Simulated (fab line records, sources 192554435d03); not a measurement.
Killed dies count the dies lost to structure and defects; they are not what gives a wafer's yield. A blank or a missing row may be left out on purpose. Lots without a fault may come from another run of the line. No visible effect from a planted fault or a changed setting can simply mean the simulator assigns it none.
Comparing a struck lot with a sound one -- flow n5Finfet -- 37 steps out of a route of 1938
Sound: these wafers, L571.2, L571.3, L571.5. Struck: wafer L583.3. (L583.4 of the same lot was not struck and is left out.) The cause comes at the end.
Order at every step that has rows: each side's tool, ch and its chambers, its first start. Under that, the readings that differ: sound wafers -- struck wafers -- difference of the means -- sigmas: that difference in standard deviations of wafers without a fault.
alike: readings with means less than 2 such deviations apart, plus words and numbers identical on both sides. not compared: withheld readings, readings lacking a value on some wafer, bounds such as >300 that could conceal the same value, and numbers that have no deviation in the record and whose values overlap.
The two part at a step that has a row with sigmas, a row that says differs or no value, or rows on one side only. Non-overlapping numbers with no deviation appear without sigmas and do not part them. A reading that every wafer of one side lacks parts them only if that side has two wafers or more.

first, 8 steps without rows for these wafers: N5_MOL_CONTACT_COAG_PRECLEAN_138 (cleans in alkaline clean, time 60 s); N5_MOL_CONTACT_COAG_SRD_139 (time 30 s); N5_MOL_CONTACT_COAG_PRE_CLEAN_121; N5_MOL_CONTACT_COAG_CVD_140 (deposits W, target thk 66.5 nm, time 215 s); N5_MOL_CONTACT_COAG_PRECLEAN_127 (cleans in DIW, time 57.5 s); N5_MOL_CONTACT_COAG_SRD_128 (dry time 32 s); N5_MOL_CONTACT_COAG_CMP_52 (polishes, stops on SiO2, t overpolish 1.5 s, target thk 66.5 nm); N5_MOL_CONTACT_COAG_ANNEAL_112 (time 1800 s).
N5_BEOL_M0_SAQP_PECVD_00: deposits SiCN from 3MS/NH3, target thk 8 nm, time 14 s.
  sound on pecvd-04 ch 0,2, day 6 07:38; struck on pecvd-01 ch 1, day 9 10:05
reading,sound,struck,difference,sigmas
model.SiCN_of_BEOL_M0_SAQP_PECVD_00.thkNm (nm),8 8 7.8,12.8,+4.9,
  alike: showerheadPlenumPTorr, showerheadVppV, throttleValvePct
then, 25 steps without rows for these wafers: N5_BEOL_M0_SAQP_ILD_DEP_01 (deposits SiOC from DEMS/O2, target thk 45.419 nm, time 8.7 s); N5_BEOL_M0_SAQP_HM_DEP_02 (deposits TiN, target thk 12 nm); N5_BEOL_M0_SAQP_PECVD_03 (deposits SiCN from 3MS/NH3, target thk 12 nm, time 21.1 s); N5_BEOL_M0_SAQP_PECVD_96 (deposits a-Si from SiH4/He, target thk 45 nm, time 45.2 s); N5_BEOL_M0_SAQP_PECVD_97 (deposits SiNx from SiH4/NH3/N2, target thk 23 nm, time 19.9 s); N5_BEOL_M0_SAQP_PECVD_04 (deposits a-Si from SiH4/He, target thk 60 nm, time 60.2 s); N5_BEOL_M0_SAQP_HM_DEP_111 (deposits SiO2 from SiH4/N2O, target thk 12 nm, time 7.2 s); N5_BEOL_M0_SAQP_COAT_81 (time 60 s, resist thk 100 nm); N5_BEOL_M0_SAQP_COAT_82 (time 60 s, resist thk 30 nm); N5_BEOL_M0_SAQP_COAT_08 (resist thk 90 nm); N5_BEOL_M0_SAQP_EBR_10; N5_BEOL_M0_SAQP_SOFTBAKE_09 (time 60 s); N5_BEOL_M0_SAQP_EXPOSE_11 (exposes mask M0 CORE, target cd 42 nm); N5_BEOL_M0_SAQP_PEB_12 (peb time 60 s); N5_BEOL_M0_SAQP_DEVELOP_13 (develop time 30 s); N5_BEOL_M0_SAQP_DESCUM_19 (chemistry O2, time 7.9 s); N5_BEOL_M0_SAQP_ETCH_83 (etches SiARC in CF4, target depth 39 nm, time 65 s); N5_BEOL_M0_SAQP_ETCH_84 (etches SOC in N2/H2, target depth 100 nm, overetch 20 nm, time 150 s); N5_BEOL_M0_SAQP_STRIP_80 (strips in N2/H2); N5_BEOL_M0_SAQP_HM_OPEN_112 (chemistry CHF3/O2, target SiO2, stops on a-Si, target depth 12 nm, time 13.5 s); N5_BEOL_M0_SAQP_STRIP_113 (strips in CHF3/O2); N5_BEOL_M0_SAQP_MANDREL_ETCH_20 (etches a-Si in HBr/Cl2, stops on SiNx, target depth 60 nm, bt time 10 s, time 30 s); N5_BEOL_M0_SAQP_STRIP_86 (strips in N2/H2); N5_BEOL_M0_SAQP_STRIP_115 (strips in post etch residue remover, time 60 s); N5_BEOL_M0_SAQP_SRD_93 (time 30 s).
N5_BEOL_M0_ETCH_109: etches SiCN in CH3F/O2, target depth 8 nm, overetch 2.4 nm, time 27.4 s.
  sound on rieDiel-04 ch 0,1,3, day 6 18:09; struck on rieDiel-04 ch 3, day 9 18:58
reading,sound,struck,difference,sigmas
model.etch.depthNm (nm),7.996 8.079 7.896,10.28,+2.29,
  alike: drypumpMotorCurrentA, oesProductAu, rfVppV, showerheadPlenumPTorr, throttleValvePct
  not compared: rfHoursCounterH
N5_BEOL_M4_RC_MEAS_101:
  the record has rows for the sound wafers here (prober-02 ch 0, day 8 20:24) and none for the struck ones
-- here the record skips 7 days between the struck wafers' starts before and after, leaving off in module BEOL_M4 and picking up in module PASSIVATION (first step shown: number 1936 of the route) --
N5_PASSIVATION_PROBE_49:
  struck on prober-01, day 16 19:28; sound on prober-01, day 13 02:18
reading,sound,struck,difference,sigmas
defectLimitedYield (%),91.7 93.5 91.2,0,-92,-61
killed_at_M0_to_M3,19 14 18,1114,+1097,+99 or more
killedDies,98 77 104,1180,+1087,+60
killedOnRim,15 15 19,152,+136,+33
sort_bin_5_function (%),3.7 3.2 4.7,96.4,+92.5,+84
sortNPass,1082 1103 1076,0,-1087,-60
sortYieldPct (%),91.7 93.5 91.2,0,-92,-61
  alike: killed_at_M4_up, killedAtContacts, killedAtFrontEnd, killedAtOther, killedOpen, killedShort, sort_bin_4_leakage, sort_bin_6_memory

WHERE THEY PART
Earliest at N5_BEOL_M4_RC_MEAS_101; latest, in this record, at N5_PASSIVATION_PROBE_49.

WHY: the cause the simulator had injected
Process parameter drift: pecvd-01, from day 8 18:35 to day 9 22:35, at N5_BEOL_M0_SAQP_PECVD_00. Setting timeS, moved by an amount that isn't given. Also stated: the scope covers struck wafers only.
